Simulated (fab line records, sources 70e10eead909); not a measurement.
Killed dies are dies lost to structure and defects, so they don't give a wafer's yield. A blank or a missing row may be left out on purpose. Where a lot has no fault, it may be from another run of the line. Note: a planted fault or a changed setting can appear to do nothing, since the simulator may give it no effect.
What tool caused it? + flow nandHarc + 24 lots, 72 wafers sampled, at 6 steps of a route of 1302

WHAT EACH GAUGE READ, for each wafer
The record lacks any reading of a measuring or inspecting step that a usual standard deviation could be used to judge.

WHAT TOOL EACH LOT RAN ON (gives the tool, then ch and the chambers of the sampled wafers, and finally the start)
| lot  | NHARC_A_M0_STRIP_18               | NHARC_A_M0_DEGAS_28         | NHARC_A_M1_DESCUM_14              | NHARC_A_BONDPAD_STRIP_15          | NHARC_A_BONDPAD_ANNEAL_28       | NHARC_THIN_TSV_CMP_01         |
|------|-----------------------------------|-----------------------------|-----------------------------------|-----------------------------------|---------------------------------|-------------------------------|
| L075 | rieDiel-03 ch 0,1,2, day 23 14:05 | pvdSputter-01, day 23 14:38 | rieDiel-10 ch 0,2,3, day 23 17:44 | rieDiel-11 ch 0,1,3, day 23 22:52 | rtpAnneal-01 ch 0, day 24 00:11 | cmp-03 ch 1,2,3, day 24 11:58 |
| L074 | rieDiel-05 ch 2,3, day 23 16:17   | pvdSputter-03, day 23 16:50 | rieDiel-10 ch 0,1,3, day 23 19:59 | rieDiel-11 ch 0,3, day 24 01:08   | rtpAnneal-02 ch 0, day 24 02:34 | cmp-04 ch 0,1,3, day 24 13:13 |
| L077 | rieDiel-05 ch 2,3, day 23 17:47   | pvdSputter-02, day 23 18:19 | rieDiel-07 ch 0,3, day 23 21:31   | rieDiel-08 ch 0,1, day 24 02:41   | rtpAnneal-01 ch 0, day 24 03:58 | cmp-02 ch 0,1,3, day 24 16:08 |
| L076 | rieDiel-05 ch 1,2, day 23 18:07   | pvdSputter-01, day 23 18:40 | rieDiel-13 ch 0,1,2, day 23 21:50 | rieDiel-08 ch 1,2, day 24 03:04   | rtpAnneal-02 ch 0, day 24 04:22 | cmp-03 ch 2,3, day 24 17:19   |
| L079 | rieDiel-01 ch 0,2,3, day 24 05:15 | pvdSputter-03, day 24 05:48 | rieDiel-13 ch 1,2,3, day 24 08:48 | rieDiel-11 ch 2,3, day 24 14:05   | rtpAnneal-01 ch 0, day 24 15:22 | cmp-04 ch 0,1,2, day 25 05:29 |
| L078 | rieDiel-05 ch 0,1,2, day 24 06:35 | pvdSputter-02, day 24 07:09 | rieDiel-13 ch 0,3, day 24 10:16   | rieDiel-08 ch 2,3, day 24 15:25   | rtpAnneal-02 ch 0, day 24 16:42 | cmp-04 ch 0,3, day 25 06:40   |
| L080 | rieDiel-01 ch 1,2,3, day 25 07:02 | pvdSputter-02, day 25 07:32 | rieDiel-10 ch 1,2,3, day 25 10:34 | rieDiel-08 ch 2,3, day 25 15:34   | rtpAnneal-01 ch 0, day 25 17:00 | cmp-03 ch 0,1,2, day 26 05:01 |
| L081 | rieDiel-03 ch 2,3, day 26 04:35   | pvdSputter-01, day 26 05:08 | rieDiel-10 ch 0,2,3, day 26 08:17 | rieDiel-04 ch 0,1,3, day 26 13:26 | rtpAnneal-02 ch 0, day 26 14:47 | cmp-03 ch 0,2,3, day 27 02:32 |
| L082 | rieDiel-01 ch 0,1,2, day 26 09:45 | pvdSputter-03, day 26 10:19 | rieDiel-10 ch 0,1,3, day 26 13:28 | rieDiel-08 ch 1,3, day 26 18:33   | rtpAnneal-01 ch 0, day 26 19:54 | cmp-02 ch 0,1,3, day 27 08:16 |
| L083 | rieDiel-05 ch 1,2,3, day 26 16:22 | pvdSputter-01, day 26 16:58 | rieDiel-07 ch 0,3, day 26 20:06   | rieDiel-08 ch 0,1,2, day 27 01:14 | rtpAnneal-01 ch 0, day 27 02:33 | cmp-04 ch 0,3, day 27 14:34   |
| L086 | rieDiel-05 ch 0,1, day 27 14:19   | pvdSputter-03, day 27 14:52 | rieDiel-13 ch 0,1,2, day 27 18:26 | rieDiel-08 ch 0,1, day 27 23:40   | rtpAnneal-01 ch 0, day 28 00:56 | cmp-04 ch 1,2, day 28 15:41   |
| L084 | rieDiel-05 ch 0,2,3, day 27 16:50 | pvdSputter-03, day 27 17:23 | rieDiel-10 ch 0,2, day 27 20:38   | rieDiel-08 ch 0,1,3, day 28 01:47 | rtpAnneal-02 ch 0, day 28 03:07 | cmp-02 ch 2,3, day 28 14:28   |
| L085 | rieDiel-05 ch 0,2,3, day 27 19:02 | pvdSputter-03, day 27 19:31 | rieDiel-13 ch 0,1,2, day 27 22:38 | rieDiel-04 ch 0,1,2, day 28 03:51 | rtpAnneal-01 ch 0, day 28 05:14 | cmp-03 ch 1,2, day 28 16:55   |
| L087 | rieDiel-01 ch 0,1,2, day 28 13:17 | pvdSputter-03, day 28 13:46 | rieDiel-07 ch 0,2,3, day 28 16:55 | rieDiel-11 ch 0,1,2, day 28 21:57 | rtpAnneal-02 ch 0, day 28 23:16 | cmp-03 ch 0,2,3, day 29 13:02 |
| L089 | rieDiel-05 ch 0,1,3, day 29 06:46 | pvdSputter-02, day 29 07:19 | rieDiel-10 ch 0,2,3, day 29 10:21 | rieDiel-11 ch 0,1,2, day 29 15:26 | rtpAnneal-02 ch 0, day 29 16:46 | cmp-03 ch 0,1,3, day 30 04:27 |
| L088 | rieDiel-03 ch 0,2,3, day 29 14:43 | pvdSputter-01, day 29 15:16 | rieDiel-13 ch 0,1,3, day 29 18:25 | rieDiel-08 ch 0,2,3, day 29 23:30 | rtpAnneal-02 ch 0, day 30 00:48 | cmp-02 ch 1,2,3, day 30 12:55 |
| L090 | rieDiel-05 ch 0,2,3, day 29 16:11 | pvdSputter-01, day 29 16:43 | rieDiel-13 ch 1,2,3, day 29 19:52 | rieDiel-08 ch 1,2,3, day 30 00:50 | rtpAnneal-02 ch 0, day 30 02:07 | cmp-03 ch 0,1,2, day 30 14:07 |
| L093 | rieDiel-01 ch 0,3, day 30 12:10   | pvdSputter-01, day 30 12:42 | rieDiel-10 ch 0,1,2, day 30 15:49 | rieDiel-08 ch 2,3, day 30 20:59   | rtpAnneal-02 ch 0, day 30 22:16 | cmp-04 ch 2,3, day 31 12:06   |
| L094 | rieDiel-01 ch 0,1,3, day 30 13:14 | pvdSputter-01, day 30 13:46 | rieDiel-10 ch 0,2, day 30 17:03   | rieDiel-11 ch 1,3, day 30 22:10   | rtpAnneal-01 ch 0, day 30 23:33 | cmp-03 ch 0,2,3, day 31 10:20 |
| L092 | rieDiel-03 ch 2,3, day 30 17:07   | pvdSputter-01, day 30 17:38 | rieDiel-10 ch 0,3, day 30 20:58   | rieDiel-11 ch 0,1,3, day 31 02:05 | rtpAnneal-02 ch 0, day 31 03:24 | cmp-03 ch 0,1,2, day 32 02:25 |
| L091 | rieDiel-01 ch 0,2,3, day 30 20:09 | pvdSputter-01, day 30 20:41 | rieDiel-10 ch 0,1, day 30 23:43   | rieDiel-11 ch 0,1, day 31 04:50   | rtpAnneal-02 ch 0, day 31 06:13 | cmp-04 ch 0,1,2, day 32 01:16 |
| L095 | rieDiel-03 ch 0,2,3, day 31 14:17 | pvdSputter-02, day 31 14:49 | rieDiel-10 ch 1,2,3, day 31 18:40 | rieDiel-08 ch 0,1,3, day 31 23:43 | rtpAnneal-01 ch 0, day 32 01:07 | cmp-03 ch 0,1,2, day 32 14:51 |
| L097 | rieDiel-05 ch 0,1,2, day 32 13:53 | pvdSputter-02, day 32 14:26 | rieDiel-13 ch 0,1, day 32 17:36   | rieDiel-08 ch 0,1, day 32 22:40   | rtpAnneal-01 ch 0, day 32 23:58 | cmp-04 ch 0,1,3, day 33 14:10 |
| L096 | rieDiel-03 ch 0,2, day 32 15:52   | pvdSputter-02, day 32 16:25 | rieDiel-10 ch 2,3, day 32 19:27   | rieDiel-08 ch 0,2,3, day 33 00:44 | rtpAnneal-01 ch 0, day 33 02:05 | cmp-02 ch 1,2,3, day 33 15:22 |
- NHARC_A_M0_STRIP_18: strips in N2/H2.
- NHARC_A_M0_DEGAS_28: time 60 s.
- NHARC_A_M1_DESCUM_14: chemistry O2, time 3 s.
- NHARC_A_BONDPAD_STRIP_15: strips in O2.
- NHARC_A_BONDPAD_ANNEAL_28: time 90 s.
- NHARC_THIN_TSV_CMP_01: polishes.

WHAT THE TOOLS THEMSELVES READ (means of the sampled wafers that have a number; where no wafer has one, the mark that the record gives instead)
NHARC_A_M0_STRIP_18.
| lot  | tool       | drypumpMotorCurrentA (A) | h2FlowSccm (sccm) | oesProductAu (a.u.) | rfVppV (V) | showerheadPlenumPTorr (Torr) | throttleValvePct (%) |
|------|------------|--------------------------|-------------------|---------------------|------------|------------------------------|----------------------|
| L075 | rieDiel-03 | 6.2                      | 149.7             | 1.004               | 90.3       | 2.00                         | 14.167               |
| L074 | rieDiel-05 | 5.1                      | 150.5             | 0.989               | 91.4       | 2.08                         | 14.170               |
| L077 | rieDiel-05 | 5.0                      | 149.8             | 0.989               | 89.9       | 2.01                         | 14.172               |
| L076 | rieDiel-05 | 5.4                      | 150.0             | 0.990               | 91.2       | 2.09                         | 14.170               |
| L079 | rieDiel-01 | 5.5                      | 150.2             | 0.998               | 89.6       | 1.98                         | 14.168               |
| L078 | rieDiel-05 | 5.4                      | 149.8             | 1.000               | 90.3       | 2.03                         | 14.172               |
| L080 | rieDiel-01 | 5.7                      | 149.6             | 0.991               | 90.6       | 1.99                         | 14.171               |
| L081 | rieDiel-03 | 5.8                      | 149.6             | 0.996               | 90.0       | 1.94                         | 14.166               |
| L082 | rieDiel-01 | 6.1                      | 149.8             | 0.999               | 90.7       | 1.93                         | 14.173               |
| L083 | rieDiel-05 | 5.2                      | 149.7             | 0.996               | 89.8       | 2.02                         | 14.166               |
| L086 | rieDiel-05 | 5.4                      | 150.6             | 1.001               | 90.4       | 1.98                         | 14.167               |
| L084 | rieDiel-05 | 5.2                      | 150.1             | 1.008               | 89.7       | 2.02                         | 14.180               |
| L085 | rieDiel-05 | 5.2                      | 149.5             | 1.007               | 90.6       | 2.02                         | 14.177               |
| L087 | rieDiel-01 | 6.2                      | 150.4             | 1.009               | 90.0       | 1.93                         | 14.170               |
| L089 | rieDiel-05 | 5.2                      | 150.0             | 1.003               | 90.4       | 1.97                         | 14.172               |
| L088 | rieDiel-03 | 5.9                      | 149.9             | 1.002               | 90.9       | 1.94                         | 14.167               |
| L090 | rieDiel-05 | 5.2                      | 149.8             | 1.009               | 90.1       | 2.02                         | 14.172               |
| L093 | rieDiel-01 | 5.7                      | 150.2             | 1.006               | 89.8       | 1.95                         | 14.172               |
| L094 | rieDiel-01 | 5.9                      | 150.6             | 1.000               | 90.6       | 1.96                         | 14.174               |
| L092 | rieDiel-03 | 5.8                      | 149.5             | 1.007               | 89.9       | 1.94                         | 14.166               |
| L091 | rieDiel-01 | 5.6                      | 150.0             | 1.002               | 90.6       | 1.97                         | 14.162               |
| L095 | rieDiel-03 | 5.9                      | 149.6             | 0.990               | 90.0       | 1.94                         | 14.175               |
| L097 | rieDiel-05 | 5.4                      | 149.6             | 1.017               | 91.5       | 2.03                         | 14.173               |
| L096 | rieDiel-03 | 6.1                      | 149.7             | 0.999               | 90.3       | 1.95                         | 14.170               |

NHARC_A_M0_DEGAS_28.
| lot  | tool          | heaterPowerW (W) |
|------|---------------|------------------|
| L075 | pvdSputter-01 | 345              |
| L074 | pvdSputter-03 | 330              |
| L077 | pvdSputter-02 | 324              |
| L076 | pvdSputter-01 | 316              |
| L079 | pvdSputter-03 | 334              |
| L078 | pvdSputter-02 | 318              |
| L080 | pvdSputter-02 | 319              |
| L081 | pvdSputter-01 | 346              |
| L082 | pvdSputter-03 | 357              |
| L083 | pvdSputter-01 | 313              |
| L086 | pvdSputter-03 | 357              |
| L084 | pvdSputter-03 | 314              |
| L085 | pvdSputter-03 | 351              |
| L087 | pvdSputter-03 | 354              |
| L089 | pvdSputter-02 | 339              |
| L088 | pvdSputter-01 | 338              |
| L090 | pvdSputter-01 | 339              |
| L093 | pvdSputter-01 | 324              |
| L094 | pvdSputter-01 | 334              |
| L092 | pvdSputter-01 | 353              |
| L091 | pvdSputter-01 | 313              |
| L095 | pvdSputter-02 | 339              |
| L097 | pvdSputter-02 | 301              |
| L096 | pvdSputter-02 | 363              |

NHARC_A_M1_DESCUM_14.
| lot  | tool       | drypumpMotorCurrentA (A) | oesProductAu (a.u.) | rfVppV (V) | showerheadPlenumPTorr (Torr) | throttleValvePct (%) |
|------|------------|--------------------------|---------------------|------------|------------------------------|----------------------|
| L075 | rieDiel-10 | 5.9                      | 0.991               | 57.5       | 1.94                         | 11.327               |
| L074 | rieDiel-10 | 5.9                      | 1.000               | 58.3       | 1.92                         | 11.321               |
| L077 | rieDiel-07 | 5.0                      | 1.021               | 57.8       | 1.92                         | 11.301               |
| L076 | rieDiel-13 | 5.8                      | 0.992               | 57.4       | 1.96                         | 11.308               |
| L079 | rieDiel-13 | 5.7                      | 0.993               | 58.5       | 1.97                         | 11.317               |
| L078 | rieDiel-13 | 6.2                      | 1.000               | 58.4       | 1.95                         | 11.304               |
| L080 | rieDiel-10 | 6.1                      | 1.002               | 58.2       | 1.96                         | 11.313               |
| L081 | rieDiel-10 | 6.0                      | 0.999               | 57.2       | 1.94                         | 11.309               |
| L082 | rieDiel-10 | 5.9                      | 1.003               | 58.1       | 1.92                         | 11.305               |
| L083 | rieDiel-07 | 5.0                      | 1.008               | 58.3       | 1.92                         | 11.302               |
| L086 | rieDiel-13 | 5.8                      | 0.995               | 57.8       | 1.96                         | 11.315               |
| L084 | rieDiel-10 | 6.5                      | 1.006               | 57.7       | 2.00                         | 11.312               |
| L085 | rieDiel-13 | 5.8                      | 1.002               | 57.8       | 1.96                         | 11.315               |
| L087 | rieDiel-07 | 5.4                      | 1.008               | 57.1       | 1.94                         | 11.309               |
| L089 | rieDiel-10 | 6.0                      | 1.005               | 57.6       | 1.94                         | 11.321               |
| L088 | rieDiel-13 | 6.0                      | 0.991               | 57.0       | 1.95                         | 11.312               |
| L090 | rieDiel-13 | 5.7                      | 0.987               | 57.3       | 1.97                         | 11.308               |
| L093 | rieDiel-10 | 6.4                      | 1.009               | 57.6       | 1.98                         | 11.311               |
| L094 | rieDiel-10 | 6.4                      | 1.006               | 57.8       | 2.00                         | 11.315               |
| L092 | rieDiel-10 | 5.8                      | 1.007               | 58.1       | 1.90                         | 11.311               |
| L091 | rieDiel-10 | 6.2                      | 0.999               | 58.2       | 1.94                         | 11.307               |
| L095 | rieDiel-10 | 6.1                      | 1.007               | 57.9       | 1.96                         | 11.308               |
| L097 | rieDiel-13 | 5.8                      | 0.999               | 57.9       | 1.96                         | 11.304               |
| L096 | rieDiel-10 | 5.6                      | 1.002               | 57.7       | 1.92                         | 11.315               |

NHARC_A_BONDPAD_STRIP_15.
| lot  | tool       | drypumpMotorCurrentA (A) | oesProductAu (a.u.) | rfVppV (V) | showerheadPlenumPTorr (Torr) | throttleValvePct (%) |
|------|------------|--------------------------|---------------------|------------|------------------------------|----------------------|
| L075 | rieDiel-11 | 6.0                      | 0.990               | 57.7       | 3.62                         | 17.042               |
| L074 | rieDiel-11 | 5.7                      | 0.991               | 58.5       | 3.62                         | 17.047               |
| L077 | rieDiel-08 | 6.4                      | 1.000               | 57.6       | 3.63                         | 17.029               |
| L076 | rieDiel-08 | 5.7                      | 0.995               | 58.8       | 3.69                         | 17.035               |
| L079 | rieDiel-11 | 6.1                      | 1.001               | 57.6       | 3.46                         | 17.037               |
| L078 | rieDiel-08 | 5.5                      | 0.988               | 58.6       | 3.56                         | 17.034               |
| L080 | rieDiel-08 | 5.5                      | 0.992               | 57.8       | 3.56                         | 17.040               |
| L081 | rieDiel-04 | 5.9                      | 1.006               | 58.3       | 3.49                         | 17.029               |
| L082 | rieDiel-08 | 5.8                      | 1.006               | 58.5       | 3.68                         | 17.041               |
| L083 | rieDiel-08 | 6.0                      | 0.994               | 57.6       | 3.63                         | 17.031               |
| L086 | rieDiel-08 | 6.4                      | 1.009               | 58.0       | 3.63                         | 17.034               |
| L084 | rieDiel-08 | 6.0                      | 0.996               | 58.1       | 3.62                         | 17.029               |
| L085 | rieDiel-04 | 5.9                      | 0.995               | 57.5       | 3.32                         | 17.028               |
| L087 | rieDiel-11 | 5.7                      | 1.001               | 58.4       | 3.49                         | 17.038               |
| L089 | rieDiel-11 | 5.7                      | 1.000               | 58.0       | 3.48                         | 17.039               |
| L088 | rieDiel-08 | 5.8                      | 1.007               | 57.7       | 3.56                         | 17.035               |
| L090 | rieDiel-08 | 5.6                      | 0.995               | 58.3       | 3.62                         | 17.033               |
| L093 | rieDiel-08 | 5.4                      | 0.990               | 57.6       | 3.56                         | 17.037               |
| L094 | rieDiel-11 | 6.3                      | 0.991               | 57.9       | 3.61                         | 17.039               |
| L092 | rieDiel-11 | 6.0                      | 0.997               | 58.9       | 3.61                         | 17.047               |
| L091 | rieDiel-11 | 5.5                      | 0.993               | 57.7       | 3.56                         | 17.041               |
| L095 | rieDiel-08 | 6.0                      | 0.999               | 58.2       | 3.62                         | 17.034               |
| L097 | rieDiel-08 | 6.1                      | 0.996               | 58.9       | 3.69                         | 17.044               |
| L096 | rieDiel-08 | 5.8                      | 1.000               | 58.1       | 3.56                         | 17.041               |

NHARC_A_BONDPAD_ANNEAL_28.
| lot  | tool         | wafer_temp_C_max |
|------|--------------|------------------|
| L075 | rtpAnneal-01 | 226.9            |
| L074 | rtpAnneal-02 | 225.9            |
| L077 | rtpAnneal-01 | 227.0            |
| L076 | rtpAnneal-02 | 225.9            |
| L079 | rtpAnneal-01 | 227.0            |
| L078 | rtpAnneal-02 | 225.9            |
| L080 | rtpAnneal-01 | 226.9            |
| L081 | rtpAnneal-02 | 226.2            |
| L082 | rtpAnneal-01 | 226.8            |
| L083 | rtpAnneal-01 | 226.6            |
| L086 | rtpAnneal-01 | 227.0            |
| L084 | rtpAnneal-02 | 226.0            |
| L085 | rtpAnneal-01 | 227.2            |
| L087 | rtpAnneal-02 | 225.8            |
| L089 | rtpAnneal-02 | 225.6            |
| L088 | rtpAnneal-02 | 226.0            |
| L090 | rtpAnneal-02 | 226.1            |
| L093 | rtpAnneal-02 | 226.1            |
| L094 | rtpAnneal-01 | 227.0            |
| L092 | rtpAnneal-02 | 226.1            |
| L091 | rtpAnneal-02 | 225.9            |
| L095 | rtpAnneal-01 | 226.6            |
| L097 | rtpAnneal-01 | 226.6            |
| L096 | rtpAnneal-01 | 226.5            |

NHARC_THIN_TSV_CMP_01.
| lot  | tool   | motorCurrentA (A) |
|------|--------|-------------------|
| L075 | cmp-03 | 12.3              |
| L074 | cmp-04 | 11.0              |
| L077 | cmp-02 | 12.2              |
| L076 | cmp-03 | 11.1              |
| L079 | cmp-04 | 11.8              |
| L078 | cmp-04 | 11.7              |
| L080 | cmp-03 | 11.9              |
| L081 | cmp-03 | 11.6              |
| L082 | cmp-02 | 12.5              |
| L083 | cmp-04 | 11.6              |
| L086 | cmp-04 | 11.6              |
| L084 | cmp-02 | 12.2              |
| L085 | cmp-03 | 11.8              |
| L087 | cmp-03 | 11.4              |
| L089 | cmp-03 | 12.1              |
| L088 | cmp-02 | 12.1              |
| L090 | cmp-03 | 12.3              |
| L093 | cmp-04 | 12.0              |
| L094 | cmp-03 | 11.1              |
| L092 | cmp-03 | 12.1              |
| L091 | cmp-04 | 11.9              |
| L095 | cmp-03 | 12.2              |
| L097 | cmp-04 | 11.1              |
| L096 | cmp-02 | 11.9              |

THE ANSWER, worked out from the rows above alone
Rule: what is usual is taken from the lots themselves. Put in order of their means at a reading, lots are off if they are a third of the lots or fewer, leave a main group of 4 or more, and stand apart from it by a gap of 3 or more times the standard deviation of the main group's means; of several such gaps the widest counts. A main group is skipped when, at the precision printed for the reading in the tables above, its means are all equal. A lot without any number at a reading at which 4 lots or more have one is off too. Any other lot the step has rows for is counted as sound. After the gauges, taken in route order, come the tools' own readings; for these a lot's mean is taken, as printed above. At the first step where some lot is off, the reading lying furthest off is the one used; lots without a number count as furthest.
None of the lots is off at any reading shown; this tells nothing.

WHAT WAS PUT IN BY THE SIMULATOR
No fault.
